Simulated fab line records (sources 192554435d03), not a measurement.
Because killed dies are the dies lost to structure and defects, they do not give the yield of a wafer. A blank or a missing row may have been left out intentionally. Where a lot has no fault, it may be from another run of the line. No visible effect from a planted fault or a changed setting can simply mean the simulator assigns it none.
fab line records -- flow n5_finfet
[record] lots = 9, wafers = 27, last_day = 18
route steps=1938 shown BEOL_M1@825 BEOL_M2@841 BEOL_M4@1111
lots untouched by any fault: they come from a run of this same line in which no faults occurred
start_h: hours from the record's first day to the start of the lot's first wafer shown -- wait_h: how many hours have passed since the lot's step before this one -- " the same as in the row above -- L1.1+2: a row that stands for several wafers -- - no value, or no start given -- * or withheld: withheld -- < > ~ a bound
route shown NAME@n: names a module that has steps shown in the file, with the first one's number in the route -- usual: mean/standard deviation taken from wafers without a fault -- same: alike in all rows -- chamber/n: place in a boat -- sites: readings site by site -- _std_site: the values' standard deviation -- _edge_site: mean of outer sites minus mean of inner sites -- radius_mm: for every site, how far away it sits from the centre of the wafer -- mask NAME#n: copy n -- behind: tool/chamber where the wafer was last shaped -- hold: reason for holding the lot/hours on hold/outcome of the hold -- device: the transistor (n, p or np) that didn't switch -- end of line: the route-end tests of the same wafers -- step lacking rows: just its recipe -- killed: dies that structure and defects cost at the first sort, which is not the same as the wafer's yield -- map: a wafer's dies, marking killed ones x, the rest . and places with no die _
set.NAME: the setting the step ran with; set.NAME@STEP: the setting that earlier step ran with -- model.NAME: the simulator's own value behind a step, which no gauge read
a sample of lots followed through the steps of the route, with each step as a table and each wafer as a row
services: from which hour (start_h, from the record's first day; less than 0 if before it) a tool's chamber was out of use, for how many hours, and why
[[steps]]
[step N5_BEOL_M1_ANNEAL_91]
[recipe] temp_c = 400, time_s = 240, ambient = vacuum
[usual] heater_power_w = 848/85, susceptor_temp_C = 399.99/0.19, susceptor_temp_C_max = 400.9/0.33
lot.wafer,tool,chamber,start_h,wait_h,heater_power_w,susceptor_temp_C,susceptor_temp_C_max
L450.2,pvd_sputter-03,-,155.70,0.0,905,400.15,400.9
L450.5,pvd_sputter-03,-,155.70,0.0,945,399.89,401.0
L450.6,pvd_sputter-03,-,155.70,0.0,935,400.23,401.0
L453.2,pvd_sputter-01,-,157.98,0.0,832,400.06,400.7
L453.3,pvd_sputter-01,-,157.98,0.0,890,400.01,400.7
L453.6,pvd_sputter-01,-,157.98,0.0,843,400.10,400.7
L461.4,pvd_sputter-01,-,198.46,0.0,832,399.91,401.1
L461.5,pvd_sputter-01,-,198.46,0.0,828,400.22,401.4
L461.6,pvd_sputter-01,-,198.46,0.0,861,400.31,401.2
L462.2,pvd_sputter-03,-,204.19,0.0,813,399.97,401.4
L462.5,pvd_sputter-03,-,204.19,0.0,722,399.78,400.4
L462.6,pvd_sputter-03,-,204.19,0.0,935,399.75,400.9
L463.4,pvd_sputter-02,-,215.38,0.0,897,400.29,401.2
L463.5,pvd_sputter-02,-,215.38,0.0,888,400.07,400.8
L463.6,pvd_sputter-02,-,215.38,0.0,853,400.05,400.7
L467.1,pvd_sputter-03,-,238.36,0.0,814,400.02,401.1
L467.2,pvd_sputter-03,-,238.36,0.0,715,400.26,401.0
L467.4,pvd_sputter-03,-,238.36,0.0,951,399.98,400.6
L469.3,pvd_sputter-01,-,242.73,0.0,889,399.69,400.4
L469.4,pvd_sputter-01,-,242.73,0.0,834,399.99,400.9
L469.6,pvd_sputter-01,-,242.73,0.0,714,400.34,401.1
L468.1,pvd_sputter-01,-,245.53,0.0,903,400.53,401.3
L468.3,pvd_sputter-01,-,245.53,0.0,829,400.15,400.9
L468.5,pvd_sputter-01,-,245.53,0.0,827,400.11,401.2
L470.1,pvd_sputter-01,-,250.85,0.0,881,400.12,400.9
L470.2,pvd_sputter-01,-,250.85,0.0,704,399.89,400.7
L470.5,pvd_sputter-01,-,250.85,0.0,887,399.99,400.8
[step N5_BEOL_M1_DEP_57]
[recipe] material = SiCN, target_thk_a = 80, temp_c = withheld, precursor = 3MS/NH3, pressure_torr = 3, rf_w = 202, time_s = 14
[usual] rf_fwd_power_W = 198.9/1.1, showerhead_plenum_p_Torr = 3.664/0.012, throttle_valve_pct = 9.1/0.35
lot.wafer,tool,chamber,start_h,wait_h,rf_fwd_power_W,showerhead_plenum_p_Torr,throttle_valve_pct
L450.2,pecvd-02,1,157.46,0.0,196.0,3.664,9.9
L450.5,pecvd-02,2,157.46,0.0,199.5,3.660,8.8
L450.6,pecvd-02,0,157.46,0.0,199.9,3.644,9.6
L453.2,pecvd-04,2,159.54,0.0,199.9,3.659,8.9
L453.3,pecvd-04,1,159.54,0.0,198.1,3.686,9.2
L453.6,pecvd-04,0,159.54,0.0,199.2,3.658,9.3
L461.4,pecvd-02,2,200.14,0.0,198.8,3.663,8.7
L461.5,pecvd-02,0,200.14,0.0,200.0,3.654,9.1
L461.6,pecvd-02,1,200.14,0.0,197.6,3.666,9.8
L462.2,pecvd-02,0,205.75,0.0,200.4,3.638,9.8
L462.5,pecvd-02,1,205.75,0.0,195.9,3.662,10.0
L462.6,pecvd-02,2,205.75,0.0,197.6,3.653,8.7
L463.4,pecvd-04,1,217.31,0.1,197.9,3.688,9.1
L463.5,pecvd-04,1,217.31,0.1,198.0,3.673,9.1
L463.6,pecvd-04,1,217.31,0.1,198.3,3.681,9.4
L467.1,pecvd-04,2,239.92,0.0,199.6,3.668,8.6
L467.2,pecvd-04,0,239.92,0.0,200.0,3.662,9.1
L467.4,pecvd-04,2,239.92,0.0,199.1,3.668,8.7
L469.3,pecvd-04,1,244.29,0.0,198.6,3.677,9.3
L469.4,pecvd-04,0,244.29,0.0,200.1,3.649,8.9
L469.6,pecvd-04,2,244.29,0.0,198.9,3.672,8.5
L468.1,pecvd-03,1,247.16,0.0,198.1,3.665,9.3
L468.3,pecvd-03,0,247.16,0.0,199.7,3.667,9.1
L468.5,pecvd-03,0,247.16,0.0,199.3,3.666,9.2
L470.1,pecvd-03,2,252.47,0.0,200.4,3.655,8.7
L470.2,pecvd-03,0,252.47,0.0,199.4,3.670,9.1
L470.5,pecvd-03,0,252.47,0.0,199.1,3.667,9.3
[step N5_BEOL_M2_ILD_DEP_00]
[recipe] material = SiOC, target_thk_a = 790, temp_c = 350, precursor = DEMS/O2, pressure_torr = 5, rf_w = 500, time_s = 15.3
[usual] heater_power_w = 486/69, rf_fwd_power_W = 493.4/2.2, showerhead_plenum_p_Torr = 5.702/0.012, susceptor_temp_C = 350.02/0.22, throttle_valve_pct = 11.9/0.55
lot.wafer,tool,chamber,start_h,wait_h,heater_power_w,rf_fwd_power_W,showerhead_plenum_p_Torr,susceptor_temp_C,throttle_valve_pct
L450.2,pecvd-03,2,157.59,0.0,436,491.9,5.697,350.43,12.3
L450.5,pecvd-03,1,157.59,0.0,509,492.3,5.690,349.93,12.0
L450.6,pecvd-03,0,157.59,0.0,457,495.9,5.704,349.85,12.0
L453.2,pecvd-01,1,159.73,0.1,489,497.6,5.697,350.16,12.1
L453.3,pecvd-01,2,159.73,0.1,516,491.4,5.710,350.19,10.8
L453.6,pecvd-01,1,159.73,0.1,484,494.1,5.704,350.23,12.1
L461.4,pecvd-04,2,200.27,0.1,433,492.9,5.705,350.26,11.5
L461.5,pecvd-04,2,200.27,0.1,417,493.1,5.697,350.18,11.5
L461.6,pecvd-04,1,200.27,0.1,436,492.1,5.698,349.92,12.2
L462.2,pecvd-03,1,205.88,0.0,516,493.0,5.690,350.17,12.2
L462.5,pecvd-03,1,205.88,0.0,525,491.1,5.694,350.14,12.3
L462.6,pecvd-03,0,205.88,0.0,439,491.9,5.699,349.90,11.9
L463.4,pecvd-01,2,217.48,0.1,468,488.8,5.737,349.83,10.9
L463.5,pecvd-01,0,217.48,0.1,597,494.2,5.695,350.10,12.4
L463.6,pecvd-01,1,217.48,0.1,454,494.1,5.704,350.17,12.1
L467.1,pecvd-01,2,240.05,0.0,516,490.7,5.707,349.78,10.7
L467.2,pecvd-01,1,240.05,0.0,504,495.9,5.702,349.71,12.1
L467.4,pecvd-01,1,240.05,0.0,510,493.6,5.696,349.61,12.0
L469.3,pecvd-01,2,244.42,0.0,548,489.2,5.709,349.58,10.7
L469.4,pecvd-01,2,244.42,0.0,539,490.2,5.725,349.88,10.9
L469.6,pecvd-01,0,244.42,0.0,630,497.0,5.716,350.34,12.7
L468.1,pecvd-01,2,247.29,0.0,531,490.7,5.718,350.22,11.4
L468.3,pecvd-01,0,247.29,0.0,641,498.2,5.691,349.90,12.5
L468.5,pecvd-01,1,247.29,0.0,509,496.1,5.705,349.67,12.0
L470.1,pecvd-03,2,252.60,0.0,443,495.8,5.690,350.14,11.3
L470.2,pecvd-03,1,252.60,0.0,519,491.1,5.707,350.28,12.2
L470.5,pecvd-03,1,252.60,0.0,527,490.7,5.708,350.25,11.9
[step N5_BEOL_M2_COAT_61]
[recipe] resist = SOC, temp_c = 250, time_s = 60, spin_rpm = 1500, resist_thk_nm = 60
[usual] dispense_pressure_kPa = 51/3.9, heater_power_total_W = 500.5/1.8, plate_temp_C = 249.98/0.15, spin_speed_rpm = 1500.1/0.83
lot.wafer,tool,chamber,start_h,wait_h,dispense_pressure_kPa,heater_power_total_W,plate_temp_C,spin_speed_rpm
L450.2,litho_track-01,0,159.39,0.1,47,503.0,249.90,1498.8
L450.5,litho_track-01,0,159.39,0.1,47,497.5,249.86,1498.5
L450.6,litho_track-01,0,159.39,0.1,47,500.9,249.81,1499.2
L453.2,litho_track-01,0,161.57,0.1,47,503.1,250.05,1499.9
L453.3,litho_track-01,0,161.57,0.1,47,499.4,249.99,1500.5
L453.6,litho_track-01,0,161.57,0.1,47,498.5,250.23,1501.8
L461.4,litho_track-01,0,202.41,0.1,47,493.2,247.46,1500.1
L461.5,litho_track-01,0,202.41,0.1,47,494.6,247.41,1498.3
L461.6,litho_track-01,0,202.41,0.1,47,493.2,247.23,1500.0
L462.2,litho_track-01,0,206.73,0.1,47,494.6,247.42,1501.1
L462.5,litho_track-01,0,206.73,0.1,47,496.1,247.17,1499.5
L462.6,litho_track-01,0,206.73,0.1,47,491.7,247.40,1500.7
L463.4,litho_track-01,0,218.70,0.1,47,491.6,247.55,1500.2
L463.5,litho_track-01,0,218.70,0.1,47,494.2,247.88,1500.0
L463.6,litho_track-01,0,218.70,0.1,47,493.3,247.47,1499.4
L467.1,litho_track-02,0,242.64,0.1,50,498.0,250.28,1500.2
L467.2,litho_track-02,0,242.64,0.1,50,502.6,250.10,1499.7
L467.4,litho_track-02,0,242.64,0.1,50,501.8,250.00,1500.2
L469.3,litho_track-02,0,246.86,0.1,50,502.5,249.86,1501.0
L469.4,litho_track-02,0,246.86,0.1,50,501.6,249.89,1501.4
L469.6,litho_track-02,0,246.86,0.1,50,501.2,249.93,1501.5
L468.1,litho_track-02,0,248.64,0.1,50,499.2,249.98,1499.6
L468.3,litho_track-02,0,248.64,0.1,50,503.0,250.10,1499.3
L468.5,litho_track-02,0,248.64,0.1,50,500.1,249.86,1501.0
L470.1,litho_track-05,0,253.68,0.1,56,499.1,250.04,1500.5
L470.2,litho_track-05,0,253.68,0.1,56,502.1,249.90,1499.3
L470.5,litho_track-05,0,253.68,0.1,56,500.1,249.81,1500.0
[step N5_BEOL_M4_RC_MEAS_101]
[usual] DIBL_N = 36.6/1.9, DIBL_P = 36.7/2.2, IOFF_N = 0.16/0.035, IOFF_P = 0.22/0.038, ION_N = 672/14, ION_P = 462/8.3, SS_N = 71.6/0.65, SS_P = 73.5/0.72, VT_N = 250/3.5, VT_P = -250/3.1
lot.wafer,tool,chamber,start_h,wait_h,DIBL_N[mV/V],DIBL_P[mV/V],IOFF_N[nA/um],IOFF_P[nA/um],ION_N[uA/um],ION_P[uA/um],SS_N[mV/dec],SS_P[mV/dec],VT_N[mV],VT_P[mV]
L450.2,prober-01,0,203.17,0.2,39.2,40.5,0.22,0.34,686,483,71.1,74.5,243,-239
L450.5,prober-01,0,203.17,0.2,37.5,39.0,0.17,0.29,677,471,71.0,73.9,247,-244
L450.6,prober-01,0,203.17,0.2,33.2,32.6,0.10,0.18,646,455,69.9,72.5,255,-252
L453.2,prober-02,0,213.24,0.2,35.1,35.1,0.14,0.18,679,466,71.7,72.6,252,-252
L453.3,prober-02,0,213.24,0.2,36.8,37.9,0.16,0.22,668,460,71.1,74.0,253,-251
L453.6,prober-02,0,213.24,0.2,35.6,36.8,0.15,0.21,680,469,70.9,72.8,250,-249
L461.4,prober-01,0,254.94,0.5,32.7,34.8,0.12,0.18,655,459,70.9,72.7,252,-252
L461.5,prober-01,0,254.94,0.5,36.4,38.2,0.18,0.23,670,466,72.2,73.1,249,-249
L461.6,prober-01,0,254.94,0.5,33.4,34.6,0.12,0.18,665,460,71.6,72.6,253,-252
L462.2,prober-01,0,257.68,0.2,39.4,38.3,0.19,0.29,660,458,72.1,74.2,249,-245
L462.5,prober-01,0,257.68,0.2,37.4,34.6,0.15,0.22,660,462,71.8,73.2,252,-248
L462.6,prober-01,0,257.68,0.2,37.5,36.3,0.16,0.26,674,468,72.5,73.5,251,-248
L463.4,prober-01,0,272.38,0.5,35.5,35.2,0.13,0.18,650,451,71.8,73.1,252,-251
L463.5,prober-01,0,272.38,0.5,33.3,32.9,0.11,0.16,656,459,70.9,72.7,254,-254
L463.6,prober-01,0,272.38,0.5,35.3,34.6,0.14,0.18,665,452,71.5,73.1,253,-251
L467.1,prober-02,0,293.14,0.0,36.2,37.9,0.19,0.24,674,467,71.5,74.5,246,-247
L467.2,prober-02,0,293.14,0.0,36.8,38.9,0.19,0.25,671,464,71.4,73.9,248,-248
L467.4,prober-02,0,293.14,0.0,35.7,37.4,0.18,0.23,679,465,72.3,73.9,247,-247
L469.3,prober-02,0,297.27,0.3,40.8,42.0,0.26,0.32,692,467,72.9,74.4,245,-245
L469.4,prober-02,0,297.27,0.3,35.1,35.6,0.14,0.21,663,457,71.1,73.1,251,-249
L469.6,prober-02,0,297.27,0.3,36.6,36.8,0.16,0.21,676,462,71.7,73.4,250,-251
L468.1,prober-02,0,301.59,0.0,38.5,37.6,0.19,0.21,674,453,72.4,74.1,246,-251
L468.3,prober-02,0,301.59,0.0,39.1,38.6,0.21,0.23,693,471,72.5,74.6,247,-252
L468.5,prober-02,0,301.59,0.0,37.1,36.5,0.17,0.20,686,466,71.5,73.9,246,-253
L470.1,prober-01,0,319.10,0.0,37.4,38.4,0.16,0.22,678,468,71.0,74.4,251,-249
L470.2,prober-01,0,319.10,0.0,37.4,38.9,0.17,0.25,667,455,71.4,73.9,253,-247
L470.5,prober-01,0,319.10,0.0,38.9,38.7,0.18,0.24,654,452,72.4,74.9,254,-249
[[services]]
tool,chamber,start_h,hours,kind
pecvd-02,0,132.13,5.0,scheduled_down
pvd_sputter-02,-,134.88,5.2,repair
pecvd-03,2,135.26,2.1,scheduled_down
pvd_sputter-03,-,139.96,3.3,repair
pecvd-04,-,144.71,2.8,pm
pecvd-03,0,159.45,2.1,scheduled_down
pecvd-01,1,161.82,2.1,scheduled_down
pvd_sputter-02,-,168.67,3.0,repair
pecvd-02,-,173.23,2.2,repair
pecvd-03,-,193.06,0.3,repair
pecvd-04,0,196.07,5.5,scheduled_down
pecvd-01,-,200.24,6.0,pm
pecvd-03,1,201.03,2.1,scheduled_down
pecvd-02,1,202.50,1.8,repair
pecvd-03,2,203.21,-,clean
pecvd-03,2,203.21,-,consumable_replace:showerhead
pecvd-03,2,203.21,29.0,scheduled_down
pecvd-03,2,203.21,29.0,vent_cycle
pecvd-04,0,207.47,14.5,repair
pecvd-04,2,215.50,5.5,scheduled_down
pecvd-03,0,226.34,12.3,repair
pecvd-01,0,226.63,2.1,scheduled_down
pecvd-02,-,240.29,0.7,repair
pecvd-02,2,245.18,15.3,repair
[[key]]
[first_sign] step = N5_BEOL_M2_COAT_61, reading = plate_temp_C, direction = down, sigmas = 17, usual = *, struck = *
[effect] step = N5_BEOL_M2_COAT_61, reading = heater_power_total_W, direction = down, sigmas = 3.9, usual = *, struck = *
met_at N5_BEOL_M2_COAT_61
struck_lots L461,L462,L463
not_acting_at N5_BEOL_M1_ANNEAL_91,N5_BEOL_M1_DEP_57,N5_BEOL_M2_ILD_DEP_00
onset_between 161.57 202.41
[fault] kind = process_parameter_drift, tool = litho_track-01, chamber = -, onset_h = 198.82, steps = N5_BEOL_M2_COAT_61, channel = temp_c, offset = *, shape = step, end_h = 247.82, acts_in = *, stated = *
